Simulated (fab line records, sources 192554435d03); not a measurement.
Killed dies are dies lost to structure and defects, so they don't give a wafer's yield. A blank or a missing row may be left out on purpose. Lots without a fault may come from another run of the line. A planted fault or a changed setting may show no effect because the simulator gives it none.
fab line records | flow n5_finfet
record lots=4 wafers=12 last_day=18
route steps=1938 shown SD_EPI_P@301 BEOL_M4@1111 PASSIVATION@1936
lots that met no fault: from a run of the same line without faults
start_h: hours from the record's first day to the start of the lot's first wafer shown | wait_h: hours since the lot's step before | " the same as in the row above | L1.1+2: a row that stands for several wafers | - no value, or no start given | * or withheld: withheld | < > ~ a bound
route shown NAME@n: a module of which the file shows steps, and the number in the route of the first | usual: mean/standard deviation of fault-free wafers | same: alike in all rows | chamber/n: place in a boat | sites: the reading at each site | _std_site: their standard deviation | _edge_site: outer sites' mean less inner sites' | radius_mm: how far each site lies from the wafer's centre | mask NAME#n: copy n | behind: the tool/chamber that last shaped the wafer | hold: why the lot was held/for how many hours/how that ended | device: the transistor (n, p or np) that didn't switch | end of line: the same wafers' tests at the end of the route | a step without rows: its recipe alone | killed: dies lost to structure and defects at the first sort, not the wafer's yield | map: a wafer's dies, x killed, . not, _ none there
set.NAME: the setting as run; set.NAME@STEP: as run at that earlier step | model.NAME: the simulator's own value behind a step, which no gauge read
lots at some steps of the route; a table a step, a row a wafer
services: from which hour (start_h, from the record's first day; less than 0 if before it) a tool's chamber was out of use, for how many hours, and why
## steps
# step N5_SD_EPI_P_PEB_07
# recipe peb_temp_c=110 peb_time_s=60 resist=CAR-ArF-block
# step N5_SD_EPI_P_DEVELOP_08
# recipe develop_time_s=30 developer=TMAH resist=CAR-ArF-block dev_temp_c=23 rinse_liquid=diw dry=air_spin
# step N5_SD_EPI_P_DESCUM_14
# recipe chemistry=O2 time_s=7.9 source_power_w=50 bias_power_w=20 pressure_mtorr=20 rf_frequency_hz=2.712e+07 temp_c=40 resist=CAR-ArF-block o2_flow_sccm=225
# step N5_SD_EPI_P_ETCH_36
# recipe chemistry=CF4 target=SiARC target_depth_a=455 mask_material=CAR-ArF-block time_s=75.8 ion_energy_ev=80 pressure_mtorr=40 source_w=545 bias_w=36 Ar_flow_sccm=100 cf4_flow_sccm=100 ends=cleared
# step N5_SD_EPI_P_ETCH_37
# recipe chemistry=N2/H2 target=SOC overetch_a=1080 mask_material=SiARC temp_c=40 ion_energy_ev=100 source_w=3000 bias_w=133 pressure_mtorr=20 time_s=486 n2_flow_sccm=200 h2_flow_sccm=200 ends=end_point
# step N5_SD_EPI_P_STRIP_38
# recipe chemistry=N2/H2 temp_c=40 n2_flow_sccm=200 h2_flow_sccm=200 rf_frequency_hz=6e+07
# step N5_SD_EPI_P_ETCHBACK_46
# recipe chemistry=CH3F/O2 mode=anisotropic_etchback target=SiNx target_depth_a=175 stop_on=SiO2 over_etch_frac=0.3 ion_energy_ev=120 pressure_mtorr=30 source_w=395 bias_w=73 Ar_flow_sccm=150 CH3F_flow_sccm=30 O2_flow_sccm=20
# step N5_SD_EPI_P_ETCH_47
# recipe chemistry=CH3F/O2 target=SiOCN target_depth_a=250 mask_material=SOC ion_energy_ev=60 bias_w=29 pressure_mtorr=30 source_w=410 Ar_flow_sccm=150 CH3F_flow_sccm=30 O2_flow_sccm=20
# step N5_SD_EPI_P_ETCH_16
# recipe chemistry=CHF3/O2 target=SiO2 target_depth_a=50 mask_material=SOC pressure_mtorr=30 source_w=650 bias_w=170 Ar_flow_sccm=200 CHF3_flow_sccm=50 O2_flow_sccm=5 ion_energy_ev=200
# step N5_SD_EPI_P_STRIP_50
# recipe chemistry=CHF3/O2 resist=SiARC rf_frequency_hz=6e+07
# columns lot.wafer tool chamber start_h wait_h model.SiARC_of_SD_EPI_P_COAT_35.thk_nm
L180.2 rie_diel-04 3 120.89 0.0 12
L180.4 " 1 " " 12.2
L180.5 " 2 " " 11.8
L181.2 rie_diel-02 2 130.35 0.0 12
L181.3+6 " 3 " " 11.6
L184.1+5+6 rie_diel-02 2,3,0 144.27 0.0 0
L192.1+2+6 rie_diel-02 1,3,3 189.65 0.0 0
# step N5_SD_EPI_P_SD_RECESS_17
# recipe chemistry=HBr/Cl2/O2 target_depth_a=391 bt_time_s=3 pressure_mtorr=10 icp_w=800 bias_w=112 HBr_flow_sccm=150 Cl2_flow_sccm=80 O2_flow_sccm=12
# usual chamber_pressure_mTorr=9.999/0.0088 drypump_motor_current_A=5.92/0.29 oes_product_au=0.992/0.014 throttle_valve_pct=37.18/0.28
# columns lot.wafer tool chamber start_h wait_h chamber_pressure_mTorr drypump_motor_current_A oes_product_au rf_hours_counter_h throttle_valve_pct model.SiARC_of_SD_EPI_P_COAT_35.thk_nm
L180.2 rie_si-02 1 120.92 0.0 9.996 6.07 0.984 2 36.94 8.6
L180.4 " 0 " " 10.015 6.38 0.979 105 37.03 8.6
L180.5 " 2 " " 9.995 5.86 1.004 - 37.27 8.2
L181.2 rie_si-03 1 130.38 0.0 10.010 5.37 0.996 54 37.45 8.4
L181.3 " 2 " " 9.991 5.80 0.989 98 36.98 8
L181.6 " 2 " " 10.015 5.83 0.994 - 36.98 8
L184.1 rie_si-03 0 144.30 0.0 9.996 5.88 1.021 3 36.46 0
L184.5 " 1 " " 10.004 5.36 0.991 - 37.46 0
L184.6 " 2 " " 10.009 5.83 1.000 - 36.98 0
L192.1 rie_si-03 0 189.68 0.0 9.996 5.84 1.019 4 36.46 0
L192.2 " 2 " " 10.005 5.80 0.987 99 36.99 0
L192.6 " 3 " " 9.993 5.89 0.997 - 37.36 0
# step N5_SD_EPI_P_WET_ETCH_45
# recipe chemistry=dHF dilution=withheld time_s=10.7 target=SiO2 target_depth_a=20 temp_c=25 dry=ipa_marangoni rinse_time_s=30 rinse_temp_c=23
# step N5_SD_EPI_P_STRIP_40
# recipe chemistry=N2/H2 power_w=1000 temp_c=250 h2_frac=0.65 overash_fraction=0.3 pressure_mtorr=withheld n2_flow_sccm=1750 h2_flow_sccm=3250
# step N5_SD_EPI_P_PRECLEAN_52
# recipe chemistry=O3/DIW time_s=60 temp_c=22 o3_ppm=10
# step N5_SD_EPI_P_SRD_20
# recipe dry=ipa_marangoni do_ppb=5 time_s=30 temp_c=23 rinse_liquid=diw
# step N5_SD_EPI_P_PRECLEAN_51
# recipe chemistry=NF3:NH3 afs_cycles=1 temp_c=30 time_s=20 sublimation_temp_c=180 sublimation_time_s=60 pressure_torr=3 rf_power_w=30
# step N5_SD_EPI_P_VAPOR_ETCH_44
# recipe chemistry=NF3/Ar target=SiGe30 temp_c=25 time_s=3.3 mode=isotropic
# step N5_SD_EPI_P_EPI_21
# recipe material=SiGe:B dopant=B temp_c=550 pressure_torr=20 ambient=H2 time_s=355
# step N5_SD_EPI_P_HM_STRIP_48
# recipe chemistry=H3PO4 temp_c=160 material=SiNx target=SiNx target_depth_a=30 overetch_fraction=0.3
# step N5_SD_EPI_P_SRD_49
# recipe dry=ipa_marangoni time_s=30 temp_c=23 rinse_liquid=diw
# step N5_SD_EPI_P_PRECLEAN_24
# recipe chemistry=O3/DIW time_s=45 temp_c=22 o3_ppm=10
# step N5_SD_EPI_P_PRECLEAN_32
# recipe chemistry=dHF time_s=10 dilution=500:1 temp_c=25
# step N5_SD_EPI_P_PRECLEAN_33
# recipe chemistry=SC2 time_s=45 temp_c=35 mix=1:1:50
# step N5_SD_EPI_P_SRD_25
# recipe time_s=30 temp_c=23 rinse_liquid=diw dry=ipa_marangoni
# step N5_SD_EPI_P_INSPECT_26
# recipe inspect_instrument=darkfield mode=post_epi
# usual raw_defect_count=169/31
# columns lot.wafer tool chamber start_h wait_h raw_defect_count
L180.2 defect_inspect-01 - 125.91 0.0 1386
L180.4 " - " " 1420
L180.5 " - " " 1402
L181.2 defect_inspect-02 - 135.49 0.0 1356
L181.3 " - " " 1454
L181.6 " - " " 1502
L184.1 defect_inspect-01 - 147.33 0.0 173
L184.5 " - " " 141
L184.6 " - " " 156
L192.1 defect_inspect-01 - 192.72 0.0 178
L192.2 " - " " 157
L192.6 " - " " 124
# step N5_BEOL_M4_RC_MEAS_101
# usual DIBL_N=37.0/1.7 DIBL_P=36.7/2 IOFF_N=0.17/0.035 IOFF_P=0.22/0.035 ION_N=672/12 ION_P=461/7.5 SS_N=71.6/0.67 SS_P=73.4/0.64 VT_N=250/3.5 VT_P=-250/3.5
# columns lot.wafer tool chamber start_h wait_h DIBL_N[mV/V] DIBL_P[mV/V] IOFF_N[nA/um] IOFF_P[nA/um] ION_N[uA/um] ION_P[uA/um] SS_N[mV/dec] SS_P[mV/dec] VT_N[mV] VT_P[mV]
L184.1 prober-02 0 247.50 0.0 36.1 37.4 0.15 0.22 665 455 71.6 74.4 250 -248
L184.5 " 0 " " 33.6 34.1 0.11 0.17 648 457 70.6 72.9 255 -254
L184.6 " 0 " " 37.5 38.2 0.17 0.25 670 458 71.2 73.5 250 -247
L192.1 prober-02 0 322.40 0.0 37.6 36.5 0.18 0.24 680 469 72.3 73.6 246 -248
L192.2 " 0 " " 36.5 35.1 0.15 0.22 673 466 72.0 72.8 250 -249
L192.6 " 0 " " 34.7 33.8 0.13 0.19 669 470 70.6 73.1 252 -249
# step N5_PASSIVATION_PROBE_49
# usual defect_limited_yield=91.1/1.3 killed_at_M0_to_M3=35/11 killed_at_M4_up=13/5.4 killed_at_contacts=14/6.5 killed_at_front_end=41/11 killed_at_other=4/3.1 killed_dies=106/15 killed_on_rim=14/3.7 killed_open=69/12 killed_short=35/7 sort_bin_5_function=5.2/0.86 sort_bin_6_memory=3.4/0.64 sort_n_pass=1074/15 sort_yield_pct=91.0/1.3
# same gross_dies=1180 killed_at_back_side=0 sort_bin_4_leakage[%]=0 sort_bin_8_speed[%]=0
# columns lot.wafer tool chamber start_h wait_h defect_limited_yield[%] killed_at_M0_to_M3 killed_at_M4_up killed_at_contacts killed_at_front_end killed_at_other killed_dies killed_on_rim killed_open killed_short sort_bin_5_function[%] sort_bin_6_memory[%] sort_n_pass sort_yield_pct[%]
L180.2 prober-01 - 321.52 0.1 0 43 13 13 1104 7 1180 152 76 36 95.4 3.8 0 0
L180.4 prober-01 - 321.62 0.2 0 35 12 21 1108 4 1180 152 68 44 95.2 4.5 0 0
L180.5 prober-01 - 321.67 0.2 0 33 12 28 1101 6 1180 152 91 37 95.3 4.3 0 0
L181.2 prober-02 - 324.67 0.1 0 22 3 13 1134 8 1180 152 57 33 95.6 3.9 0 0
L181.3 prober-02 - 324.72 0.1 0 25 10 23 1116 6 1180 152 75 38 96.2 3.6 0 0
L181.6 prober-02 - 324.87 0.3 0 45 12 13 1109 1 1180 152 65 40 96.4 3.3 0 0
# killed by level:class
L180.2 SD_EPI_P:area_epi=1068 STI_FIN_REVEAL:geometric_particle:open=12 MOL_CONTACT_COAG:geometric_particle:open=12 BEOL_M0_SAQP:geometric_particle:open=10 BEOL_M1:geometric_particle:open=9 BEOL_M1:geometric_particle:short=9 DUMMY_GATE:geometric_particle:open=6 STI_FIN_REVEAL:geometric_particle:short=5
L180.4 SD_EPI_P:area_epi=1067 MOL_CONTACT_COAG:geometric_particle:open=15 GATE_CUT:geometric_particle:short=8 BEOL_M1:geometric_particle:open=8 BEOL_M0:geometric_particle:open=7 FIN_SAQP:geometric_particle:short=6 MOL_CONTACT_COAG:geometric_particle:short=6 BEOL_M3:geometric_particle:open=6
L180.5 SD_EPI_P:area_epi=1052 MOL_CONTACT_COAG:geometric_particle:open=24 STI_FIN_REVEAL:geometric_particle:open=15 BEOL_M0_SAQP:geometric_particle:open=10 FIN_SAQP:geometric_particle:open=8 GATE_CUT:geometric_particle:short=7 BEOL_M3:geometric_particle:open=6 BEOL_M1:geometric_particle:open=5
L181.2 SD_EPI_P:area_epi=1086 MOL_CONTACT_COAG:geometric_particle:open=11 FIN_SAQP:geometric_particle:short=10 STI_FIN_REVEAL:geometric_particle:open=9 FIN_SAQP:geometric_particle:open=7 BEOL_M0_SAQP:geometric_particle:open=6 GATE_CUT:geometric_particle:open=5 STARTING-WAFER:geometric_particle:short=5
L181.3 SD_EPI_P:area_epi=1066 MOL_CONTACT_COAG:geometric_particle:open=15 STI_FIN_REVEAL:geometric_particle:open=11 FIN_SAQP:geometric_particle:open=8 MOL_CONTACT_COAG:geometric_particle:short=8 GATE_CUT:geometric_particle:open=7 BEOL_M0_SAQP:geometric_particle:short=7 BEOL_M4:geometric_particle:open=5
L181.6 SD_EPI_P:area_epi=1074 BEOL_M0_SAQP:geometric_particle:short=15 STI_FIN_REVEAL:geometric_particle:open=11 MOL_CONTACT_COAG:geometric_particle:open=9 FIN_SAQP:geometric_particle:short=6 BEOL_M0_SAQP:geometric_particle:open=6 BEOL_M3:geometric_particle:open=6 GATE_CUT:geometric_particle:open=5
# map L180.2 (x killed, . not)
_________________xxxxxxxxxxxx________________
______________xxxxxxxxxxxxxxxxxx_____________
___________xxxxxxxxxxxxxxxxxxxxxxxx__________
__________xxxxxxxxxxxxxxxxxxxxxxxxxx_________
________xxxxxxxxxxxxxxxxxxxxxxxxxxxxxx_______
_______xxxxxxxxxxxxxxxxxxxxxxxxxxxxxxxx______
______xxxxxxxxxxxxxxxxxxxxxxxxxxxxxxxxxx_____
_____xxxxxxxxxxxxxxxxxxxxxxxxxxxxxxxxxxxx____
____xxxxxxxxxxxxxxxxxxxxxxxxxxxxxxxxxxxxxx___
___xxxxxxxxxxxxxxxxxxxxxxxxxxxxxxxxxxxxxxxx__
___xxxxxxxxxxxxxxxxxxxxxxxxxxxxxxxxxxxxxxxx__
__xxxxxxxxxxxxxxxxxxxxxxxxxxxxxxxxxxxxxxxxxx_
__xxxxxxxxxxxxxxxxxxxxxxxxxxxxxxxxxxxxxxxxxx_
_xxxxxxxxxxxxxxxxxxxxxxxxxxxxxxxxxxxxxxxxxxxx
_xxxxxxxxxxxxxxxxxxxxxxxxxxxxxxxxxxxxxxxxxxxx
_xxxxxxxxxxxxxxxxxxxxxxxxxxxxxxxxxxxxxxxxxxxx
_xxxxxxxxxxxxxxxxxxxxxxxxxxxxxxxxxxxxxxxxxxxx
_xxxxxxxxxxxxxxxxxxxxxxxxxxxxxxxxxxxxxxxxxxxx
_xxxxxxxxxxxxxxxxxxxxxxxxxxxxxxxxxxxxxxxxxxxx
_xxxxxxxxxxxxxxxxxxxxxxxxxxxxxxxxxxxxxxxxxxxx
_xxxxxxxxxxxxxxxxxxxxxxxxxxxxxxxxxxxxxxxxxxxx
__xxxxxxxxxxxxxxxxxxxxxxxxxxxxxxxxxxxxxxxxxx_
__xxxxxxxxxxxxxxxxxxxxxxxxxxxxxxxxxxxxxxxxxx_
___xxxxxxxxxxxxxxxxxxxxxxxxxxxxxxxxxxxxxxxx__
___xxxxxxxxxxxxxxxxxxxxxxxxxxxxxxxxxxxxxxxx__
____xxxxxxxxxxxxxxxxxxxxxxxxxxxxxxxxxxxxxx___
_____xxxxxxxxxxxxxxxxxxxxxxxxxxxxxxxxxxxx____
______xxxxxxxxxxxxxxxxxxxxxxxxxxxxxxxxxx_____
_______xxxxxxxxxxxxxxxxxxxxxxxxxxxxxxxx______
________xxxxxxxxxxxxxxxxxxxxxxxxxxxxxx_______
__________xxxxxxxxxxxxxxxxxxxxxxxxxx_________
___________xxxxxxxxxxxxxxxxxxxxxxxx__________
______________xxxxxxxxxxxxxxxxxx_____________
_________________xxxxxxxxxxxx________________
# map L181.2 (x killed, . not)
_________________xxxxxxxxxxxx________________
______________xxxxxxxxxxxxxxxxxx_____________
___________xxxxxxxxxxxxxxxxxxxxxxxx__________
__________xxxxxxxxxxxxxxxxxxxxxxxxxx_________
________xxxxxxxxxxxxxxxxxxxxxxxxxxxxxx_______
_______xxxxxxxxxxxxxxxxxxxxxxxxxxxxxxxx______
______xxxxxxxxxxxxxxxxxxxxxxxxxxxxxxxxxx_____
_____xxxxxxxxxxxxxxxxxxxxxxxxxxxxxxxxxxxx____
____xxxxxxxxxxxxxxxxxxxxxxxxxxxxxxxxxxxxxx___
___xxxxxxxxxxxxxxxxxxxxxxxxxxxxxxxxxxxxxxxx__
___xxxxxxxxxxxxxxxxxxxxxxxxxxxxxxxxxxxxxxxx__
__xxxxxxxxxxxxxxxxxxxxxxxxxxxxxxxxxxxxxxxxxx_
__xxxxxxxxxxxxxxxxxxxxxxxxxxxxxxxxxxxxxxxxxx_
_xxxxxxxxxxxxxxxxxxxxxxxxxxxxxxxxxxxxxxxxxxxx
_xxxxxxxxxxxxxxxxxxxxxxxxxxxxxxxxxxxxxxxxxxxx
_xxxxxxxxxxxxxxxxxxxxxxxxxxxxxxxxxxxxxxxxxxxx
_xxxxxxxxxxxxxxxxxxxxxxxxxxxxxxxxxxxxxxxxxxxx
_xxxxxxxxxxxxxxxxxxxxxxxxxxxxxxxxxxxxxxxxxxxx
_xxxxxxxxxxxxxxxxxxxxxxxxxxxxxxxxxxxxxxxxxxxx
_xxxxxxxxxxxxxxxxxxxxxxxxxxxxxxxxxxxxxxxxxxxx
_xxxxxxxxxxxxxxxxxxxxxxxxxxxxxxxxxxxxxxxxxxxx
__xxxxxxxxxxxxxxxxxxxxxxxxxxxxxxxxxxxxxxxxxx_
__xxxxxxxxxxxxxxxxxxxxxxxxxxxxxxxxxxxxxxxxxx_
___xxxxxxxxxxxxxxxxxxxxxxxxxxxxxxxxxxxxxxxx__
___xxxxxxxxxxxxxxxxxxxxxxxxxxxxxxxxxxxxxxxx__
____xxxxxxxxxxxxxxxxxxxxxxxxxxxxxxxxxxxxxx___
_____xxxxxxxxxxxxxxxxxxxxxxxxxxxxxxxxxxxx____
______xxxxxxxxxxxxxxxxxxxxxxxxxxxxxxxxxx_____
_______xxxxxxxxxxxxxxxxxxxxxxxxxxxxxxxx______
________xxxxxxxxxxxxxxxxxxxxxxxxxxxxxx_______
__________xxxxxxxxxxxxxxxxxxxxxxxxxx_________
___________xxxxxxxxxxxxxxxxxxxxxxxx__________
______________xxxxxxxxxxxxxxxxxx_____________
_________________xxxxxxxxxxxx________________
## services
# columns tool chamber start_h hours kind
rie_si-03 - 115.78 2.8 pm
rie_diel-02 0 119.59 - clean
rie_diel-02 0 119.59 - consumable_replace:focus_ring
rie_diel-02 0 119.59 19.3 scheduled_down
rie_diel-02 0 119.59 19.3 vent_cycle
rie_diel-02 1 146.20 2.6 repair
rie_diel-04 1 156.15 5.6 repair
rie_diel-02 3 171.82 10.5 repair
rie_si-02 0 172.51 2.5 repair
rie_si-02 0 181.85 14.7 repair
## key
first_sign step=N5_SD_EPI_P_INSPECT_26 reading=raw_defect_count direction=up sigmas=40 usual=169 struck=1420
effect step=N5_PASSIVATION_PROBE_49 reading=sort_bin_5_function direction=up sigmas=99+ usual=5.2 struck=95.7
model_effect step=N5_SD_EPI_P_STRIP_50 value=SiARC_of_SD_EPI_P_COAT_35.thk_nm without=0 struck=11.87
model_effect step=N5_SD_EPI_P_SD_RECESS_17 value=SiARC_of_SD_EPI_P_COAT_35.thk_nm without=0 struck=8.3
more_kills_born_at N5_SD_EPI_P_EPI_21@epi_rpcvd-02=3226 N5_SD_EPI_P_EPI_21@epi_rpcvd-01=3187
met_at N5_SD_EPI_P_STRIP_50
struck_wafers L180.2,L180.4,L180.5,L181.2,L181.3,L181.6
later_rows_left_out L180.2,L180.4,L180.5,L181.2,L181.3,L181.6
fault kind=skipped_step_whole tool=rie_diel-02,rie_diel-04 chamber=- onset_h=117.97 steps=N5_SD_EPI_P_STRIP_50 scope=struck_lots_only
# later_rows_left_out: the simulator's readings of these wafers behind a module that went badly wrong aren't trusted and aren't shown, but for the sort
